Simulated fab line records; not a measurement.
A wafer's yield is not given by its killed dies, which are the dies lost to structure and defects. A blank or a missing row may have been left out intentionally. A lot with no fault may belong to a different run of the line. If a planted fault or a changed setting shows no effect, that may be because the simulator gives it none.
A sampling plan put to the test	flow nand-harc	36 faults told of in these records, all on one fab line, each judged by the records of the lots it struck
The plan is the line's own looks: the steps of the route at which a gauge or an inspection reads the wafer and doesn't change it. A look can be judged if struck wafers have a number there and the file gives its usual mean and standard deviation on fault-free wafers. Caught: the struck wafers' mean, at a look after the fault's first step, is 4 or more of those standard deviations (sigma) away from the usual mean. On the tool: the fault's steps, tested the same way using the tool's own readings. Also counted as caught: the struck wafers showing another recipe, or a record that is empty for them alone.

== THE FAULTS, as the simulator had put them in ==
1. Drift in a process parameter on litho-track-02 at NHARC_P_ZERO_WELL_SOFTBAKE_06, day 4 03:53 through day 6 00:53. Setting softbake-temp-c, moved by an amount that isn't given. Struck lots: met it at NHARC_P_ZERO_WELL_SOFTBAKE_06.
2. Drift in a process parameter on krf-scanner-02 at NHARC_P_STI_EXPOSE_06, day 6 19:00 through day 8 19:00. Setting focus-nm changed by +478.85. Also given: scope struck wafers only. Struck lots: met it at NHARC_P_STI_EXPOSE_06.
3. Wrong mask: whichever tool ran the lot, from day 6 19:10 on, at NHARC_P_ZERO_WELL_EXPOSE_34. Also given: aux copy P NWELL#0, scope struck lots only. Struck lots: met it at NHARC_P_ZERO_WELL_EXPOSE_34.
4. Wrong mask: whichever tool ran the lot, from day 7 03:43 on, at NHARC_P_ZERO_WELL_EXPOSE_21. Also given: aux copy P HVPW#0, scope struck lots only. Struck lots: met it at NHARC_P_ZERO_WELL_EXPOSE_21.
5. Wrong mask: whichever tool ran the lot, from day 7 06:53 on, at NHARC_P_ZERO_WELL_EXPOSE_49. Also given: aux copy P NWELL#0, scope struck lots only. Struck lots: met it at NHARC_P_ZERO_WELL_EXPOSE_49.
6. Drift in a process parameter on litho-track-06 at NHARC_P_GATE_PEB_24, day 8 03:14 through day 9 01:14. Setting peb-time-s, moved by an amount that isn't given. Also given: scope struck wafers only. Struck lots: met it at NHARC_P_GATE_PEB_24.
7. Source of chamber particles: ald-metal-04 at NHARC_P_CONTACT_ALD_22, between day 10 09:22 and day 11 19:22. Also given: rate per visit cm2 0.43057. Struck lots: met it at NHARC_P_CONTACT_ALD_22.
8. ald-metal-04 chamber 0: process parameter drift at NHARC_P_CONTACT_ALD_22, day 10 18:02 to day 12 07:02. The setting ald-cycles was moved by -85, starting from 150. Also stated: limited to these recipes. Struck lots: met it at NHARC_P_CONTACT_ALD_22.
9. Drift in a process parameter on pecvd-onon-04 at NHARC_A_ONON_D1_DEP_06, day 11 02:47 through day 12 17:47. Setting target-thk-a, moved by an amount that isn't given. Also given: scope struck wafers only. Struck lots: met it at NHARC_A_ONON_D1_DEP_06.
10. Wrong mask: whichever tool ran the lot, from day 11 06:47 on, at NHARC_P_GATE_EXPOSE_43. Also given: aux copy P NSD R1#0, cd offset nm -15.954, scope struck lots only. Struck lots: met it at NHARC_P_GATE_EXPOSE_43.
11. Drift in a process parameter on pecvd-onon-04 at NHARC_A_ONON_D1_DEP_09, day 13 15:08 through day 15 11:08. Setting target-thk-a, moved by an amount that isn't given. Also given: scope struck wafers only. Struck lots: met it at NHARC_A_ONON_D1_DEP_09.
12. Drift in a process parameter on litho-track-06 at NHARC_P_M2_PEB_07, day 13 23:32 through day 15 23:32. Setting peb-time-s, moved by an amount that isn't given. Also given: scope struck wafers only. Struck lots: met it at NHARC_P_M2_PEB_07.
13. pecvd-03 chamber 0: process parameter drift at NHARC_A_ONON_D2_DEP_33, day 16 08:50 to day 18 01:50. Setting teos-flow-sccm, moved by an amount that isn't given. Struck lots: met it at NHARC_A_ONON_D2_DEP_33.
14. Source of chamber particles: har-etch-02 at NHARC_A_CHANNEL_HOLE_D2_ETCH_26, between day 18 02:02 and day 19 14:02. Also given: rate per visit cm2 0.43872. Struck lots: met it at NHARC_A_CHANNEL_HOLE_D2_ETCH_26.
15. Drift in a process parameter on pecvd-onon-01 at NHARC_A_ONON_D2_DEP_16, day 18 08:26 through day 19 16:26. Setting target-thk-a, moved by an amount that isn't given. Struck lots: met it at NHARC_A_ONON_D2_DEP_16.
16. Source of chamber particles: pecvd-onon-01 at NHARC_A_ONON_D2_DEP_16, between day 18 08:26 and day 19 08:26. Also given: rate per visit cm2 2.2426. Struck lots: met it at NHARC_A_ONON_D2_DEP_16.
17. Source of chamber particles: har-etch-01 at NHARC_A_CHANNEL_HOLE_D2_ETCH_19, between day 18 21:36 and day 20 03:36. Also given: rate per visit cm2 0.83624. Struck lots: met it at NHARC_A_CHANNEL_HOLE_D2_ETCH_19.
18. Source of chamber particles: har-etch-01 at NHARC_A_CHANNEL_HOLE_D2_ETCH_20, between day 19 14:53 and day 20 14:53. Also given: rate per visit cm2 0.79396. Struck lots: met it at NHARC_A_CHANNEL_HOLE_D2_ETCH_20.
19. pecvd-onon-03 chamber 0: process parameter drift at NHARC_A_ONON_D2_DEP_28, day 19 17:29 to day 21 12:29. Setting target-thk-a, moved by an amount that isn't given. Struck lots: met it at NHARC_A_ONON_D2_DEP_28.
20. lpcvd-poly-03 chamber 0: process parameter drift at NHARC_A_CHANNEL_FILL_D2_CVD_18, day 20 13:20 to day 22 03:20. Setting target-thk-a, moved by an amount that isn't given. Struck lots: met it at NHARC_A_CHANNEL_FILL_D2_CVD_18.
21. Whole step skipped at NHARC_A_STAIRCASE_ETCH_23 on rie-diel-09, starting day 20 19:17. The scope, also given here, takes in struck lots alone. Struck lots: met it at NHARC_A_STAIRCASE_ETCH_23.
22. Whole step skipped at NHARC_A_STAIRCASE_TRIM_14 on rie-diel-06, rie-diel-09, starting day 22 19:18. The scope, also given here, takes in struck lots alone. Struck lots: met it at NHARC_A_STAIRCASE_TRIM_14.
23. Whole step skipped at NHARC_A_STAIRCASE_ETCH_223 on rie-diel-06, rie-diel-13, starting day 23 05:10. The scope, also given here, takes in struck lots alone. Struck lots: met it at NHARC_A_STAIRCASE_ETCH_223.
24. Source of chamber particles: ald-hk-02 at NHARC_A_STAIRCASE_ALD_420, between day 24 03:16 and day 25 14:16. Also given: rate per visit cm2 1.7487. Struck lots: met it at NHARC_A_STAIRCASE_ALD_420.
25. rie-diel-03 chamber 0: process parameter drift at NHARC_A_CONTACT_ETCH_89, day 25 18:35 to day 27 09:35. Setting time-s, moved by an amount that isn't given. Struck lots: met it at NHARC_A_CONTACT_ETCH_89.
26. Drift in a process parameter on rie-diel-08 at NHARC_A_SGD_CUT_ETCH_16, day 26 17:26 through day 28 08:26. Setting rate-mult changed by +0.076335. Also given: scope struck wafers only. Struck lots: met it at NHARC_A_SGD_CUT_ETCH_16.
27. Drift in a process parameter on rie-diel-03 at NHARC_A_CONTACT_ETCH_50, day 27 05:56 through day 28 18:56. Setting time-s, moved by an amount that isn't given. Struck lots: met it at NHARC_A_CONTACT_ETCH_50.
28. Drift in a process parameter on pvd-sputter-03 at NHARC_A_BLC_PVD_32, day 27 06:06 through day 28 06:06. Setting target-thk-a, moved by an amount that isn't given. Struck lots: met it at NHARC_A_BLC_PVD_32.
29. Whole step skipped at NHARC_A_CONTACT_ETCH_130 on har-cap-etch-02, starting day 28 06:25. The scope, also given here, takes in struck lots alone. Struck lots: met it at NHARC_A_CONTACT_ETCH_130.
30. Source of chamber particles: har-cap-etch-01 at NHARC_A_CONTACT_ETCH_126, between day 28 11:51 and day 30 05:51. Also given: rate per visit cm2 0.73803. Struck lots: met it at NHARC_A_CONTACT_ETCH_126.
31. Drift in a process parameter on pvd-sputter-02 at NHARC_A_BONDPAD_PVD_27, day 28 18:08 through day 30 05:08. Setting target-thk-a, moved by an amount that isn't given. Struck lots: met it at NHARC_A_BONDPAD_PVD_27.
32. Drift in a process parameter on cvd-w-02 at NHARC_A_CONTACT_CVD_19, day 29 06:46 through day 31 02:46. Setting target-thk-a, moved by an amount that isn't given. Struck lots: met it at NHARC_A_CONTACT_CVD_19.
33. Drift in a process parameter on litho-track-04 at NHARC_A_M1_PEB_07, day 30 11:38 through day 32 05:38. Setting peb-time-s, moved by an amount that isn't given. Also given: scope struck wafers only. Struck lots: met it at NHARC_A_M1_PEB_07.
34. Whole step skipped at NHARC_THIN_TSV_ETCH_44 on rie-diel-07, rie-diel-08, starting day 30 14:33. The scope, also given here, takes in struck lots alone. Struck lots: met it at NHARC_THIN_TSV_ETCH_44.
35. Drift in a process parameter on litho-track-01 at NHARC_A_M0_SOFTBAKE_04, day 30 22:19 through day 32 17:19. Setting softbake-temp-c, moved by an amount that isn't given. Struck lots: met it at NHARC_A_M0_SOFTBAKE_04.
36. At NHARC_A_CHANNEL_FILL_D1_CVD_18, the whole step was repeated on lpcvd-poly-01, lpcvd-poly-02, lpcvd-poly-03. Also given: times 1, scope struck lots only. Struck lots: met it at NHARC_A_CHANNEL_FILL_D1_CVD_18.

== WHAT THE PLAN SAW ==
fault	on the tool itself	first look that catches it	reading, sigma	median hours from its first step to that look	hours from the fault's start to the first struck lot there	judged looks passed uncaught
1	heater-power-total-W +7.6 sigma	NHARC_P_ZERO_WELL_CD_MEAS_11	cd-nm +4.5	1.2	5	0
2	under 2 sigma	NHARC_P_STI_CD_MEAS_09	cd-nm -18	0.2	5	0
3	no reading that can be judged	NHARC_END_SORT_01	killed-at-periphery +99 or beyond	540.5	544	0
4	under 2 sigma	NHARC_END_SORT_01	killed-at-periphery +99 or beyond	566.1	570	1
5	under 2 sigma	NHARC_END_SORT_01	killed-at-periphery +99 or beyond	562.8	566	0
6	under 2 sigma	not the one look that can be judged after it	strongest: cd-nm at NHARC_P_GATE_CD_MEAS_26, -3.6	-	-	1
7	under 2 sigma	NHARC_END_SORT_01	killed-at-periphery +22	450.4	458	0
8	under 2 sigma	NHARC_END_SORT_01	killed-at-periphery +99 or beyond	448.5	478	0
9	no reading that can be judged	NHARC_A_ONON_D1_THK_MEAS_08	thk-nm +45	0.5	10	0
10	no reading that can be judged	NHARC_P_GATE_CD_MEAS_46	cd-nm -7.5	0.2	7	0
11	no reading that can be judged	NHARC_A_ONON_D1_THK_MEAS_11	thk-nm +55	0.5	8	0
12	heater-power-total-W +11 sigma	none of the 5 looks that can be judged after it	strongest: cd-nm at NHARC_P_M2_CD_MEAS_09, -2.2	-	-	5
13	mfc-precursor-sccm -61 sigma	NHARC_A_ONON_D2_THK_MEAS_34	thk-nm -13	0.4	16	0
14	under 2 sigma	NHARC_A_CHANNEL_HOLE_D2_INSPECT_40	raw-defect-count +4.2	1.9	8	1
15	under 2 sigma	NHARC_A_ONON_D2_THK_MEAS_18	thk-nm +14	0.5	13	0
16	no reading that can be judged	NHARC_END_SORT_01	killed-at-array +5.8	282.6	293	1
17	under 2 sigma	NHARC_A_CHANNEL_HOLE_D2_INSPECT_40	raw-defect-count +8.1	5.7	21	0
18	under 2 sigma	NHARC_A_CHANNEL_HOLE_D2_INSPECT_40	raw-defect-count +7.5	5.6	8	0
19	under 2 sigma	NHARC_A_ONON_D2_THK_MEAS_30	thk-nm +70	0.5	13	0
20	no reading that can be judged	NHARC_END_WLT_00	VT_DECK2_TOP +9.3	233.0	237	0
21	the tool's record is blank for the struck wafers	NHARC_END_SORT_01	killed-at-array +34	216.0	208	0
22	the tool's record is blank for the struck wafers	NHARC_END_SORT_01	killed-at-array +34	215.0	217	0
23	the tool's record is blank for the struck wafers	NHARC_END_SORT_01	killed-at-array +34	204.3	208	0
24	under 2 sigma	none of the 3 looks that can be judged after it	strongest: killed-at-array at NHARC_END_SORT_01, +3.4	-	-	3
25	run-length-s -99 or beyond sigma	NHARC_END_SORT_01	killed-at-array +33	51.8	89	0
26	only faintly: oes-product-au +3.3 sigma	NHARC_END_SORT_01	killed-at-array +13	123.0	123	0
27	run-length-s -23 sigma	NHARC_END_SORT_01	killed-at-array +7.9	75.1	92	0
28	under 2 sigma	NHARC_END_SORT_01	killed-at-array +34	44.5	53	0
29	the tool's record is blank for the struck wafers	NHARC_END_SORT_01	killed-at-array +34	61.5	63	0
30	under 2 sigma	NHARC_END_SORT_01	killed-at-array +4.5	61.1	71	1
31	under 2 sigma	NHARC_END_SORT_01	sort_bin_2_pct +69	32.1	43	0
32	under 2 sigma	no look after it can be judged	-	-	-	0
33	heater-power-total-W +12 sigma	none of the 2 looks that can be judged after it	strongest: cd-nm at NHARC_A_M1_CD_MEAS_09, -3.4	-	-	2
34	the tool's record is blank for the struck wafers	NHARC_END_SORT_01	killed-at-other +99 or beyond	16.5	20	0
35	heater-power-total-W -99 or beyond sigma	none of the 4 looks that can be judged after it	strongest: cd-nm at NHARC_A_M0_CD_MEAS_09, +2.2	-	-	4
36	under 2 sigma	NHARC_END_SORT_01	killed-at-array +34	348.4	-	0
Dash: fault not caught, or number not given in these records.

Caught at a look: 30 of 36. Caught on the tool: 12 of 36. By one or the other: 33 of 36.
On the tool alone, faults 12, 33, 35 were caught.
Caught at a look alone: faults 2, 3, 4, 5, 7, 8, 9, 10, 11, 14, 15, 16, 17, 18, 19, 20, 26, 28, 30, 31, 36.
Caught by neither: faults 6, 24, 32.

== THINNER SAMPLING ==
If the look that catches a fault measured only every second or every third lot, by lot number, the first struck lot would be measured this late in the worst case:
fault	struck lots at that look, in order of time	every lot	every second lot	every third lot
1	L423, L425	5 h	may miss all 2	may miss all 2
2	L660, L664	5 h	may miss all 2	may miss all 2
3	L732	544 h	may miss it	may miss it
4	L411	570 h	may miss it	may miss it
5	L697	566 h	may miss it	may miss it
7	L105, L104	458 h	458 h	may miss all 2
8	L182	478 h	may miss it	may miss it
9	L578, L581	10 h	36 h	may miss all 2
10	L216	7 h	may miss it	may miss it
11	L323, L325, L327	8 h	may miss all 3	37 h
13	L466, L469	16 h	38 h	may miss all 2
14	L373, L375	8 h	may miss all 2	may miss all 2
15	L291, L292	13 h	19 h	may miss all 2
16	L324, L323	293 h	301 h	may miss all 2
17	L265, L266	21 h	25 h	may miss all 2
18	L578, L579, L580	8 h	19 h	26 h
19	L850, L852	13 h	may miss all 2	may miss all 2
20	L110	237 h	may miss it	may miss it
21	L531, L533	208 h	may miss all 2	may miss all 2
22	L418, L417	217 h	224 h	may miss all 2
23	L952, L951	208 h	214 h	may miss all 2
25	L633	89 h	may miss it	may miss it
26	L763	123 h	may miss it	may miss it
27	L306, L307	92 h	101 h	may miss all 2
28	L321, L320	53 h	54 h	may miss all 2
29	L953, L955	63 h	may miss all 2	may miss all 2
30	L442, L443	71 h	80 h	may miss all 2
31	L182, L184	43 h	may miss all 2	may miss all 2
34	L972, L973, L975	20 h	29 h	may miss all 3
Hours: fault start to first struck lot measured. Since the struck wafers were tested as one group against 4 sigma, a single lot by itself may lie under the limit. Other struck lots may not be in these records.

== THE LONGEST TIMED WAY FROM STEP TO LOOK ==
In fault 4, a median of 566.1 hours elapses between NHARC_P_ZERO_WELL_EXPOSE_21 and NHARC_END_SORT_01. The look between them that can be judged stayed within 4 sigma: NHARC_P_ZERO_WELL_INSPECT_43.
